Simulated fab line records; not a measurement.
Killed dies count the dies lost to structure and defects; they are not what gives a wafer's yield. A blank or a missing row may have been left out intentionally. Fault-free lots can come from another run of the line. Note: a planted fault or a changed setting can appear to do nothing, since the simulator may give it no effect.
A lot that was struck, set against a sound lot    flow nand-harc    14 out of 1302 route steps
Sound: these wafers, L144.1, L144.3, L144.5. Struck: wafer L159.5 (L159.1, L159.2, from the same lot, were not struck and are left out); the cause is given at the end.
Order at every step that has rows: each side's tool, ch and its chambers, its first start. Under that, the readings that differ: sound wafers    struck wafers    difference of the means    sigmas: that difference in standard deviations of wafers without a fault.
alike: a reading whose means differ by less than 2 such deviations, as well as words and numbers matching on both sides. not compared: withheld readings; readings where some wafer has no value; bounds like >300 that might hide an equal value; numbers whose values overlap and for which the record gives no deviation.
Wherever a step has rows on one side only, a row that says differs or no value, or a row with sigmas, the two part there. Numbers that have no deviation but don't overlap get no sigmas and don't part them. A reading that every wafer of one side lacks parts them only if that side has two wafers or more.

NHARC_A_CHANNEL_HOLE_D2_ETCH_19: etches the open film in C4F8/O2/Ar, time 34.5 s.
  sound on har-etch-01 ch 0,1, day 13 11:23; struck on har-etch-02 ch 0, day 19 01:22
reading                 sound                 struck  difference  sigmas
throttle-valve-pct (%)  37.032 37.056 37.049  37.024  -0.022      -2
  alike: drypump-motor-current-A, he-backside-leak-sccm, showerhead-plenum-p-Torr
  not compared: rf-hours-counter-h
then, 3 steps without rows for these wafers: NHARC_A_CHANNEL_HOLE_D2_ETCH_20 (etches the open film in C4F8/O2/Ar, time 361.9 s, target depth 1600 nm); NHARC_A_CHANNEL_HOLE_D2_ETCH_21 (etches the open film in C4F8/O2/Ar, time 514.3 s, target depth 1600 nm); NHARC_A_CHANNEL_HOLE_D2_ETCH_22 (etches the open film in C4F8/O2/Ar, time 666.7 s, target depth 1600 nm).
NHARC_A_CHANNEL_HOLE_D2_ETCH_23: etches the open film in C4F8/O2/Ar, time 819 s, target depth 1600 nm.
  sound on har-etch-01 ch 0,1, day 13 12:50; struck on har-etch-02 ch 0, day 19 02:46
  alike: drypump-motor-current-A, he-backside-leak-sccm, showerhead-plenum-p-Torr, throttle-valve-pct
  not compared: rf-hours-counter-h
NHARC_A_CHANNEL_HOLE_D2_ETCH_24: etches the open film in C4F8/O2/Ar, time 906.2 s, target depth 1500 nm.
  sound on har-etch-01 ch 0,1, day 13 13:32; struck on har-etch-02 ch 0, day 19 06:59
  alike: drypump-motor-current-A, he-backside-leak-sccm, showerhead-plenum-p-Torr, throttle-valve-pct
  not compared: rf-hours-counter-h
NHARC_A_CHANNEL_HOLE_D2_ETCH_25: etches the open film in C4F8/O2/Ar, time 1040.2 s, target depth 1500 nm.
  sound on har-etch-01 ch 0,1, day 13 14:17; struck on har-etch-02 ch 0, day 19 07:45
  alike: drypump-motor-current-A, he-backside-leak-sccm, showerhead-plenum-p-Torr, throttle-valve-pct
  not compared: rf-hours-counter-h
NHARC_A_CHANNEL_HOLE_D2_ETCH_26: etches the open film in C4F8/O2/Ar, time 224.1 s, target depth 300 nm.
  sound on har-etch-01 ch 0,1, day 13 15:11; struck on har-etch-02 ch 0, day 19 08:38
  alike: drypump-motor-current-A, he-backside-leak-sccm, showerhead-plenum-p-Torr, throttle-valve-pct
  not compared: rf-hours-counter-h
then, 4 steps without rows for these wafers: NHARC_A_CHANNEL_HOLE_D2_ETCH_27 (etches the open film in C4F8/O2/Ar, time 90 s, target depth 400 nm); NHARC_A_CHANNEL_HOLE_D2_STRIP_41 (strips in N2/H2); NHARC_A_CHANNEL_HOLE_D2_STRIP_42 (strips in CF4/CHF3); NHARC_A_CHANNEL_HOLE_D2_STRIP_43 (strips in O2/COS).
NHARC_A_CHANNEL_HOLE_D2_ETCH_44: etches the open film in CF4/O2, target depth 140 nm, overetch 14 nm, time 77 s.
  sound on rie-diel-01 ch 0,1, day 13 16:10; struck on rie-diel-01 ch 1, day 19 09:35
reading                sound              struck  difference  sigmas
oes-product-au (a.u.)  0.998 0.990 1.002  0.904   -0.093      -12
  alike: drypump-motor-current-A, rf-vpp-V, showerhead-plenum-p-Torr, throttle-valve-pct
  not compared: rf-hours-counter-h
then, 1 step without rows for these wafers: NHARC_A_CHANNEL_HOLE_D2_STRIP_28 (strips in O2).

== WHERE THEY PART ==
At NHARC_A_CHANNEL_HOLE_D2_ETCH_19 first; at NHARC_A_CHANNEL_HOLE_D2_ETCH_44 last (within this record only).

WHY: whatever the simulator had introduced
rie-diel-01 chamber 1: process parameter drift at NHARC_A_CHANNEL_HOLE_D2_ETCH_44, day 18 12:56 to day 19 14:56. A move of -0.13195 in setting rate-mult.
